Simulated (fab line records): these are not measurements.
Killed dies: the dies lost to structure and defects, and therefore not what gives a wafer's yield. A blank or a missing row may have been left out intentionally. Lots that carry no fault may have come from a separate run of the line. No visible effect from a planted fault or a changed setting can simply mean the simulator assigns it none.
Check of tool commonality -- flow n5_finfet -- 9 lots and 26 wafers in the sample

THE REASON FOR OPENING IT
At N5_BEOL_M0_SAQP_INSPECT_42 the reading raw_defect_count is flagged on 2 of 9 lots. Fault-free wafers read 278, with a standard deviation of 66.
Rule: a lot is flagged in two cases, either no wafer of it has a number, or all its wafers with numbers fall more than 4 standard deviations from that mean. As for the other lots, they are considered sound.

lot,measured,on,"raw_defect_count, wafer by wafer",flag
L259,day 5 15:47,defect_inspect-01,268 290,
L265,day 7 07:04,defect_inspect-01,285 219 331,
L270,day 8 08:55,defect_inspect-01,1300 1325 1408,FLAGGED
L271,day 8 18:15,defect_inspect-01,1388 1312 1291,FLAGGED
L272,day 9 10:07,defect_inspect-02,238 196 254,
L274,day 9 19:20,defect_inspect-01,445 315 421,
L275,day 10 01:46,defect_inspect-01,230 436 246,
L277,day 10 18:58,defect_inspect-02,177 150 227,
L281,day 11 04:27,defect_inspect-01,235 253 214,
On average the flagged lots' numbers are 1337, which is +1059 against the usual, or +16 standard deviations.

LOT BY LOT: THE TOOL USED
Before the reading, the record contains 2 process steps out of a 1938-step route. Read each cell as the tool, then ch plus the chambers that the sampled wafers visited, then the start.
lot,flag,N5_BEOL_M0_SAQP_SPACER1_ALD_98,N5_BEOL_M0_SAQP_ETCH_107
L259,,"ald_sin-04 ch 0,3, day 5 12:28","rie_diel-03 ch 0,1, day 5 13:56"
L265,,"ald_sin-04 ch 0,1,2, day 7 03:32","rie_diel-03 ch 1,2, day 7 04:59"
L270,FLAGGED,"ald_sin-04 ch 0,1,3, day 8 06:04","rie_diel-02 ch 0,1,2, day 8 07:31"
L271,FLAGGED,"ald_sin-04 ch 1,2,3, day 8 15:10","rie_diel-03 ch 0,1, day 8 16:37"
L272,,"ald_sin-02 ch 2,3, day 9 07:10","rie_diel-01 ch 2,3, day 9 08:36"
L274,,"ald_sin-03 ch 0,2, day 9 15:10","rie_diel-03 ch 0,2,3, day 9 16:38"
L275,,"ald_sin-02 ch 0,2,3, day 9 22:21","rie_diel-03 ch 1,2,3, day 10 00:10"
L277,,"ald_sin-03 ch 0,1,3, day 10 15:19","rie_diel-01 ch 2,3, day 10 17:11"
L281,,"ald_sin-02 ch 0,3, day 11 01:31","rie_diel-02 ch 0,1,3, day 11 03:04"
What is done by these steps:
- N5_BEOL_M0_SAQP_SPACER1_ALD_98: deposits SiO2, target thk 12.8 nm, pulse time 1 s, purge time 2 s.
- N5_BEOL_M0_SAQP_ETCH_107: etches SiNx in CH3F/O2, target depth 30 nm.
- N5_BEOL_M0_SAQP_INSPECT_42: inspects for defects (brightfield).

FLAGGED OVER TOTAL, TOOL BY TOOL (the gauges that took the reading come last)
step,tool,lots run,flagged,share of the flagged lots,sound lots run after its first flagged lot
N5_BEOL_M0_SAQP_SPACER1_ALD_98,ald_sin-02,3,0,none,-
N5_BEOL_M0_SAQP_SPACER1_ALD_98,ald_sin-03,2,0,none,-
N5_BEOL_M0_SAQP_SPACER1_ALD_98,ald_sin-04,4,2,all,0
N5_BEOL_M0_SAQP_ETCH_107,rie_diel-01,2,0,none,-
N5_BEOL_M0_SAQP_ETCH_107,rie_diel-02,2,1,some,1 (L281)
N5_BEOL_M0_SAQP_ETCH_107,rie_diel-03,5,1,some,"2 (L274,L275)"
N5_BEOL_M0_SAQP_INSPECT_42,defect_inspect-01,7,2,all,"3 (L274,L275,L281)"
N5_BEOL_M0_SAQP_INSPECT_42,defect_inspect-02,2,0,none,-

WHAT THE TABLE PERMITS
In 2 table rows, all flagged lots were run: ald_sin-04 (N5_BEOL_M0_SAQP_SPACER1_ALD_98), defect_inspect-01 (N5_BEOL_M0_SAQP_INSPECT_42).
- ald_sin-04 at N5_BEOL_M0_SAQP_SPACER1_ALD_98: 2 of its 4 lots flagged. A fault beginning between L265 (day 7 03:32), its last sound lot, and L270 (day 8 06:04), its first flagged one, fits the data.
- defect_inspect-01 at N5_BEOL_M0_SAQP_INSPECT_42: 2 of its 7 lots flagged. Sound lots ran on it after the first flagged one (L274, L275, L281), which a lasting fault on the whole tool wouldn't allow.
ald_sin-04 at N5_BEOL_M0_SAQP_SPACER1_ALD_98 is the single tool remaining.

WHAT THE SIMULATOR HAD INSERTED
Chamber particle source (ald_sin-04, N5_BEOL_M0_SAQP_SPACER1_ALD_98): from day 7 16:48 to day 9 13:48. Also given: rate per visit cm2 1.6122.
Lots struck among those shown: L270, L271. The same result came from the rule above.
